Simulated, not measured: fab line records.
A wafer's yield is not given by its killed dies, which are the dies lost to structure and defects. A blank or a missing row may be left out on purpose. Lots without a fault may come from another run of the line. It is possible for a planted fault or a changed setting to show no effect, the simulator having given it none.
The tool behind it: which one? ; flow nandHarc ; Sampling: 12 lots, 36 wafers, 2 of 1159 route steps

WHAT EACH GAUGE READ, for each wafer
NHARC_P_BONDPAD_CD_MEAS_09 targets a cd of 500 nm.
lot;measured;on;cdNm (nm)
L074;day 6 12:37;cdSem-01;495.1 496.7 498.1
L077;day 6 23:41;cdSem-02;499.5 496.3 496.6
L079;day 7 15:44;cdSem-01;498.8 498.9 495.3
L081;day 8 01:14;cdSem-03;500.8 497.4 498.1
L083;day 8 13:26;cdSem-03;499.5 500.1 498.7
L087;day 9 10:26;cdSem-03;497.5 496.9 495.4
L086;day 9 17:34;cdSem-01;493.8 494.6 495.0
L089;day 10 02:04;cdSem-03;499.0 497.8 499.1
L091;day 10 17:51;cdSem-02;498.7 494.2 495.3
L093;day 10 23:53;cdSem-02;499.7 499.2 499.2
L095;day 11 09:14;cdSem-02;498.5 498.5 499.6
L097;day 12 08:38;cdSem-01;496.3 497.7 496.7

WHAT TOOL EACH LOT RAN ON (gives the tool, then ch and the chambers of the sampled wafers, and finally the start)
lot;NHARC_P_M2_STRIP_18
L074;rieDiel-03 ch 1,2,3, day 6 08:49
L077;rieDiel-04 ch 1,2,3, day 6 19:45
L079;rieDiel-04 ch 0,1, day 7 11:48
L081;rieDiel-03 ch 0,1,3, day 7 20:53
L083;rieDiel-03 ch 0,1,3, day 8 09:21
L087;rieDiel-04 ch 0,1,2, day 9 06:17
L086;rieDiel-03 ch 2,3, day 9 13:06
L089;rieDiel-03 ch 0,1,2, day 9 22:06
L091;rieDiel-03 ch 1,2,3, day 10 13:52
L093;rieDiel-03 ch 0,1,3, day 10 19:52
L095;rieDiel-03 ch 1,3, day 11 05:14
L097;rieDiel-04 ch 0,1,2, day 12 04:16
- NHARC_P_M2_STRIP_18: strips in N2/H2.

THE ANSWER, worked out from the rows above alone
Rule: the lots themselves supply what counts as usual. Put in order of their means at a reading, lots are off if they are a third of the lots or fewer, leave a main group of 4 or more, and stand apart from it by a gap of 3 or more times the standard deviation of the main group's means; of several such gaps the widest counts. If all means in a main group match to the digits the tables above print for the reading, that group is not used. A lot without any number at a reading at which 4 lots or more have one is off too. Where the step has rows for the other lots, those lots are counted as sound.
Across all readings shown, no lot is off: no conclusion can be drawn from this.

WHAT THE SIMULATOR HAD PUT IN
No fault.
